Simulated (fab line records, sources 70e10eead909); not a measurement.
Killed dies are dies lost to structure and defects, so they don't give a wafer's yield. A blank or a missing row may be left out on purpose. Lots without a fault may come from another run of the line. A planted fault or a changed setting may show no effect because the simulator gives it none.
Chamber matching | flow nand_harc | NHARC_A_M0_DEP_32 on pecvd-04: 3 sister chambers
The step deposits SiCN, target thk 30 nm. 3 wafers are shown with their chamber, then 7 later ones without.

WAFERS WITH THEIR CHAMBER
wafer  | chamber | heater_power_w (W)
L087.1 | 1       | 576
L091.1 | 2       | 496
L091.3 | 0       | 706

WAFERS WITHOUT THEIR CHAMBER
wafer  | heater_power_w (W)
L091.4 | 494
L093.1 | 554
L093.2 | 533
L093.4 | 549
L097.2 | 590
L097.3 | 634
L097.4 | 578

WHICH CHAMBER EACH WENT THROUGH
wafer  | from the rows above     | in truth
L091.4 | 2                       | 2
L093.1 | can't be placed: 1 or 2 | 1
L093.2 | can't be placed: 2 or 1 | 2
L093.4 | can't be placed: 1 or 2 | 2
L097.2 | 1                       | 1
L097.3 | can't be placed: 1 or 0 | 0
L097.4 | 1                       | 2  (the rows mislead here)
Placed correctly: 2 of 7. Can't be placed from these rows: 4 (the true chamber is among the candidates in 4). Placed wrongly: 1.
How it was worked out, from the rows above alone: a wafer's distance from a chamber is the root of the sum, over the readings, of the square of ((its reading less the chamber's mean) divided by the reading's scatter). The wafer belongs to the nearest chamber; if the next one is less than 2 further off, it can't be placed. A chamber's mean is the mean of its shown wafers. The scatter: with one shown wafer a chamber, the root of the mean of the squares of how far each hidden wafer lies from its nearest shown one.
